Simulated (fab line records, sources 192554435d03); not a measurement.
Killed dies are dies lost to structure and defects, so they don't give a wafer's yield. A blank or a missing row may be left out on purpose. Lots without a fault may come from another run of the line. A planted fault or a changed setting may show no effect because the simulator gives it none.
Which tool did it? | flow n5_finfet | 11 lots, 33 wafers sampled, at 4 steps of a route of 1938

WHAT THE GAUGES READ, wafer by wafer
N5_BEOL_M0_CUTY_OVL_MEAS_58.
lot  | measured     | on         | M0_ABLK_OVL (nm)
L075 | day 6 09:04  | overlay-02 | 0.1 0.2 0.3
L077 | day 6 12:19  | overlay-01 | -0.8 -0.7 -0.4
L080 | day 7 07:05  | overlay-01 | -0.1 0.1 0.6
L082 | day 8 00:10  | overlay-01 | -0.4 -1.2 -0.4
L084 | day 8 12:36  | overlay-02 | -0.2 -0.1 0.3
L086 | day 9 02:56  | overlay-01 | -0.7 -0.6 -0.9
L088 | day 9 10:47  | overlay-02 | -0.4 -0.3 0.1
L090 | day 9 21:10  | overlay-01 | -0.5 -0.3 -0.4
L092 | day 10 08:34 | overlay-02 | -0.2 1.0 0.7
L094 | day 11 00:19 | overlay-02 | 0.0 -0.3 -0.1
L096 | day 11 12:02 | overlay-01 | 0.2 0.7 -0.3

WHICH TOOL RAN EACH LOT (tool, then ch and the chambers of the sampled wafers, then the start)
lot  | N5_MOL_CONTACT_COAG_ETCH_48        | N5_MOL_CONTACT_COAG_STRIP_49         | N5_BEOL_M0_SAQP_HM_OPEN_112
L075 | rie_diel-01 ch 0,1,2, day 5 21:13  | plasma_asher-01 ch 1, day 5 21:20    | rie_diel-05 ch 0,1,3, day 6 03:17
L077 | rie_diel-03 ch 0,1,2, day 5 23:36  | plasma_asher-01 ch 0,1, day 5 23:44  | rie_diel-06 ch 0,1, day 6 06:37
L080 | rie_diel-03 ch 1,2,3, day 6 19:26  | plasma_asher-01 ch 0,1, day 6 19:34  | rie_diel-05 ch 0,2,3, day 7 01:43
L082 | rie_diel-01 ch 0,1,3, day 7 13:35  | plasma_asher-01 ch 0,1, day 7 13:45  | rie_diel-05 ch 1,2,3, day 7 19:11
L084 | rie_diel-04 ch 2,3, day 7 21:51    | plasma_asher-01 ch 0, day 7 22:02    | rie_diel-02 ch 0,1,2, day 8 05:25
L086 | rie_diel-01 ch 0,1,3, day 8 14:40  | plasma_asher-01 ch 0,1, day 8 14:47  | rie_diel-05 ch 1,2,3, day 8 21:11
L088 | rie_diel-01 ch 0,1, day 8 23:29    | plasma_asher-02 ch 0,1, day 8 23:37  | rie_diel-06 ch 0,3, day 9 05:22
L090 | rie_diel-01 ch 0,3, day 9 09:34    | plasma_asher-02 ch 0,1, day 9 09:43  | rie_diel-05 ch 0,1,3, day 9 15:29
L092 | rie_diel-01 ch 0,1,2, day 9 20:28  | plasma_asher-01 ch 0,1, day 9 20:36  | rie_diel-02 ch 1,2,3, day 10 02:38
L094 | rie_diel-01 ch 1,2, day 10 07:56   | plasma_asher-02 ch 0,1, day 10 08:25 | rie_diel-05 ch 0,1,2, day 10 16:15
L096 | rie_diel-01 ch 0,1,2, day 11 00:25 | plasma_asher-01 ch 0,1, day 11 00:32 | rie_diel-06 ch 0,3, day 11 06:05
- N5_MOL_CONTACT_COAG_ETCH_48: etches SiOC in C4F6/O2, target depth 15 nm, overetch 4.5 nm, time 17 s.
- N5_MOL_CONTACT_COAG_STRIP_49: strips in N2/H2, time 30 s.
- N5_BEOL_M0_SAQP_HM_OPEN_112: chemistry CHF3/O2, target SiO2, stops on a-Si, target depth 12 nm, time 13.5 s.

THE ANSWER, worked out from the rows above alone
Rule: what is usual is taken from the lots themselves. Put in order of their means at a reading, lots are off if they are a third of the lots or fewer, leave a main group of 4 or more, and stand apart from it by a gap of 3 or more times the standard deviation of the main group's means; of several such gaps the widest counts. A main group whose means are all the same, to the digits that the tables above print for the reading, isn't used. A lot without any number at a reading at which 4 lots or more have one is off too. The other lots that the step has rows for count as sound.
No lot is off at any reading shown: from this, nothing can be told.

WHAT THE SIMULATOR HAD PUT IN
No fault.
